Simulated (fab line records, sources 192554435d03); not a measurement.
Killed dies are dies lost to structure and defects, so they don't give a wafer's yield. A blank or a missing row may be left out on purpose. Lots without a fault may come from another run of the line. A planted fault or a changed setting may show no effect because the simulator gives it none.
Problem report in the 8D (eight disciplines) form, filled by code | flow n5_finfet | the parts of the form that need people (team, actions taken, sign-off) are left out

1. THE PROBLEM
plate_temp_C at N5_FIN_SAQP_COAT_68 reads a mean of 246.36 C on 6 wafers of 2 lots; wafers without a fault read 250.00 C with a standard deviation of 0.17. That is -21 standard deviations from the usual mean.
The step: time 60 s, resist thk 100 nm.
First seen on wafer L200.1, day 5 02:56, on litho_track-01. The record holds 30 wafers of 10 lots with a number at this step. Rule for "out", or "out of limits": more than 4 standard deviations from the usual mean. The other wafers with a number count as sound.

2. WHAT IT IS AND WHAT IT IS NOT
question                    | is                     | is not
which readings at this step | plate_temp_C           | -
which lots                  | L200, L203             | L193, L195, L196, L207, L208, L209, L210, L211
which wafers of those lots  | all that have a number | -
read on which tools         | litho_track-01         | litho_track-02, litho_track-05
when                        | from day 5 02:56       | up to then (9 sound wafers); but 15 sound wafers of L207, L208, L209, L210, L211 came after

3. SUSPECTS, AND WHAT RULES EACH OUT
Counting: a tool at a process step up to the reading stays a suspect if it ran every lot that is out and no sound lot after the first of them.
- litho_track-01 at N5_FIN_SAQP_COAT_68 (time 60 s, resist thk 100 nm): kept. It ran every lot that is out, first L200 (day 5 02:56), and no sound lot after that; its last sound lot up to then is L196 (day 4 01:02). Its own readings are out on those wafers: plate_temp_C.
Left after counting: litho_track-01 at N5_FIN_SAQP_COAT_68.

4. THE CAUSE (what the simulator had put in)
Process parameter drift: litho_track-01, from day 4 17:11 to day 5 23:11, at N5_FIN_SAQP_COAT_68. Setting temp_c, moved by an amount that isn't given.
Counting left only this tool.

5. THE CHAIN OF EFFECTS, in route order
Each row: a reading whose mean over the struck wafers that have a number lies more than 3 standard deviations from the usual. Only readings for which the record gives a usual standard deviation are gone through. hours: the time from each lot's start at the first step in this table that gives one to its start at this step, as a median over the lots. sigmas: the change in usual standard deviations.
hours | step                | reading              | usual    | on struck wafers | change | sigmas
0     | N5_FIN_SAQP_COAT_68 | heater_power_total_W | 500.2 W  | 492.5            | -7.7   | -4.3
0     | N5_FIN_SAQP_COAT_68 | plate_temp_C         | 250.00 C | 246.36           | -3.64  | -21
The process steps in it:
- N5_FIN_SAQP_COAT_68: time 60 s, resist thk 100 nm.
Later measuring or inspecting steps at which every struck wafer that the step has a row for has a number for every such reading, and none has moved that far: N5_BEOL_M4_RC_MEAS_101.

6. WHAT WOULD HAVE CAUGHT IT SOONER
In this record the first reading out of limits was taken at day 5 02:56, 10 hours after the fault began at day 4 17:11.
